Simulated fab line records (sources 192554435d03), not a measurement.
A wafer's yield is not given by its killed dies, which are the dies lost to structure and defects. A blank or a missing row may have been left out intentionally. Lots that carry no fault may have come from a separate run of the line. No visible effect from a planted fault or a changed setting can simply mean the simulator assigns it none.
Chamber matching    flow n5_finfet    4 sister chambers for N5_MOL_CONTACT_COAG_DESCUM_45 on rie_diel-01
The step chemistry O2, time 7 s. 4 wafers are shown with their chamber, then 7 later ones without.

WAFERS PAIRED WITH THEIR CHAMBERS
wafer   chamber  showerhead_plenum_p_Torr (Torr)
L078.2  3        2.04
L079.4  1        2.04
L089.1  0        2.21
L089.3  2        2.05

WAFERS WHOSE CHAMBER IS MISSING
wafer   showerhead_plenum_p_Torr (Torr)
L089.6  2.03
L091.3  2.05
L091.4  2.05
L091.6  2.21
L094.2  2.21
L094.4  2.03
L094.5  2.05

CHAMBER TAKEN BY EACH
wafer   from the rows above           in truth
L089.6  can't be placed: 1 or 3 or 2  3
L091.3  can't be placed: 2 or 1 or 3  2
L091.4  can't be placed: 2 or 1 or 3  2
L091.6  0                             0
L094.2  0                             0
L094.4  can't be placed: 1 or 3 or 2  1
L094.5  can't be placed: 2 or 1 or 3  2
Correct placement for 2 of the 7. Unplaceable from these rows: 5, with the true chamber sitting among the candidates in 5. Wrongly placed: 0.
How it was worked out, from the rows above alone: a wafer's distance from a chamber is the root of the sum, over the readings, of the square of ((its reading less the chamber's mean) divided by the reading's scatter). The wafer belongs to the nearest chamber; if the next one is less than 2 further off, it can't be placed. A chamber's mean is the mean of its shown wafers. The scatter: root of mean squared gap, hidden wafer to nearest shown wafer, with one shown wafer a chamber.
